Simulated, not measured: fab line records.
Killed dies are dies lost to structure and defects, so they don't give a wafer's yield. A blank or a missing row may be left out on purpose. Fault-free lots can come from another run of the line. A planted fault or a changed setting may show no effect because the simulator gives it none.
Struck lot and sound lot, side by side	flow nand-harc	22 steps out of a route of 1302
Sound: wafers L288.2, L288.5, L288.6. Wafers struck: L293.1, L293.2, L293.3. The cause is named last.
Each step with rows lists, per side, the tool, then ch with its chambers, then its first start. Under that, the readings that differ: sound wafers	struck wafers	difference of the means	sigmas: that difference in standard deviations of wafers without a fault.
alike: readings with means less than 2 such deviations apart, plus words and numbers identical on both sides. not compared: withheld readings, readings lacking a value on some wafer, bounds such as >300 that could conceal the same value, and numbers that have no deviation in the record and whose values overlap.
The two part at a step that has a row with sigmas, a row that says differs or no value, or rows on one side only. When numbers do not overlap yet have no deviation, they are printed without sigmas and do not part them. A reading that every wafer of one side lacks parts them only if that side has two wafers or more.

NHARC_A_ONON_D1_THK_MEAS_34: measures by ellipsometry.
  sound on film-metro-01 at day 12 01:14; struck on film-metro-02 at day 14 07:18
  alike: thk-nm
NHARC_A_ONON_D1_INSPECT_32:
  sound on defect-inspect-02 at day 12 01:19; struck on defect-inspect-01 at day 14 07:22
  alike: raw-defect-count
NHARC_A_CHANNEL_HOLE_D1_DEP_00: deposits aC, target thk 3100 nm.
  sound on acl-dep-02 ch 0, day 12 01:52; struck on acl-dep-02 ch 0, day 14 09:32
  alike: throttle-valve-pct
NHARC_A_CHANNEL_HOLE_D1_DEP_01: deposits SiON, target thk 140 nm.
  sound on pecvd-01 ch 0,2, day 12 03:30; struck on pecvd-04 ch 0,1,2, day 14 11:25
  alike: heater-power-w
then, 7 steps without rows for these wafers: NHARC_A_CHANNEL_HOLE_D1_DEHYDRATE_02 (time 120 s); NHARC_A_CHANNEL_HOLE_D1_HMDS_03 (time 30 s); NHARC_A_CHANNEL_HOLE_D1_COAT_36 (time 75 s); NHARC_A_CHANNEL_HOLE_D1_COAT_37 (time 65 s); NHARC_A_CHANNEL_HOLE_D1_COAT_04 (resist thk 90 nm); NHARC_A_CHANNEL_HOLE_D1_SOFTBAKE_05 (time 55 s); NHARC_A_CHANNEL_HOLE_D1_EBR_06.
NHARC_A_CHANNEL_HOLE_D1_EXPOSE_07: exposes mask HOLE D1, target cd 100 nm.
  sound on arfi-scanner-03 ch 0, day 12 04:03; struck on arfi-scanner-03 ch 0, day 14 12:00
reading	sound	struck	difference	sigmas
exposure-dose-mJ-cm2	59.66 59.65 59.61	62.04 62.02 62.06	+2.40	+41
  alike: mask
then, 2 steps without rows for these wafers: NHARC_A_CHANNEL_HOLE_D1_PEB_08 (peb time 65 s); NHARC_A_CHANNEL_HOLE_D1_DEVELOP_09 (develop time 35 s).
NHARC_A_CHANNEL_HOLE_D1_CD_MEAS_10: the cd target is 100 nm.
  sound on cd-sem-03 ch 0, day 12 04:11; struck on cd-sem-02 ch 0, day 14 12:08
reading	sound	struck	difference	sigmas
cd-nm (nm)	100.2 99.7 100.4	103.5 102.0 102.8	+2.7	+4
NHARC_A_CHANNEL_HOLE_D1_OVL_MEAS_11:
  sound on overlay-01 at day 12 04:17; struck on overlay-02 at day 14 12:14
  alike: overlay-x-nm, overlay-y-nm
NHARC_A_CHANNEL_HOLE_D1_INSPECT_12:
  sound on defect-inspect-01 at day 12 04:19; struck on defect-inspect-01 at day 14 12:16
  alike: raw-defect-count
NHARC_A_CHANNEL_HOLE_D1_DESCUM_15: chemistry O2, time 3 s.
  sound on rie-diel-10 ch 1,2,3, day 12 04:23; struck on rie-diel-10 ch 0,1,2, day 14 12:20
reading	sound	struck	difference	sigmas
model.A_CHANNEL_HOLE_D1.cd-nm (nm)	99.51 100 99.72	103.2 102.1 103.7	+3.3	
  alike: drypump-motor-current-A, oes-product-au, rf-vpp-V, showerhead-plenum-p-Torr, throttle-valve-pct
  not compared: rf-hours-counter-h
NHARC_A_CHANNEL_HOLE_D1_ETCH_38: etches the open film in CF4, target depth 39 nm, time 65 s.
  sound on rie-diel-10 ch 0,3, day 12 04:28; struck on rie-diel-10 ch 0,1,2, day 14 12:25
  alike: bias-w, drypump-motor-current-A, oes-product-au, rf-vpp-V, showerhead-plenum-p-Torr, throttle-valve-pct
  not compared: rf-hours-counter-h
NHARC_A_CHANNEL_HOLE_D1_ETCH_39: etches the open film in N2/H2, target depth 260 nm, time 325 s.
  sound: rie-diel-10 ch 0,2,3; struck: rie-diel-10 ch 0,2,3
reading	sound	struck	difference	sigmas
model.A_CHANNEL_HOLE_D1.cd-nm (nm)	99.41 98.82 100.8	101.4 101.3 101.1	+1.6	
  alike: bias-w, drypump-motor-current-A, oes-product-au, rf-vpp-V, showerhead-plenum-p-Torr, throttle-valve-pct
  not compared: rf-hours-counter-h
NHARC_A_CHANNEL_HOLE_D1_ETCH_34: etches the open film in CF4/CHF3, target depth 154 nm, time 77 s.
  sound: rie-diel-10 ch 0,2,3; struck: rie-diel-10 ch 1,2,3
  alike: bias-w, drypump-motor-current-A, oes-product-au, rf-vpp-V, showerhead-plenum-p-Torr, throttle-valve-pct
  not compared: rf-hours-counter-h
-- record jumps: 16 days between struck wafers' starts before vs after; left off in module A_CHANNEL_HOLE_D1, resumes in module END, first step shown is number 1302 of the route --
NHARC_END_SORT_01:
  only the struck wafers appear in the record here, on prober-01 ch 0 at day 30 11:01; the sound ones have no rows

== WHERE THEY PART ==
At NHARC_A_CHANNEL_HOLE_D1_EXPOSE_07 first; at NHARC_END_SORT_01 last (within this record only).

WHY: whatever the simulator had introduced
Process parameters drifting: arfi-scanner-03 at NHARC_A_CHANNEL_HOLE_D1_EXPOSE_07, beginning at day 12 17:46. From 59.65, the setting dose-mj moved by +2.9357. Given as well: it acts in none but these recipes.
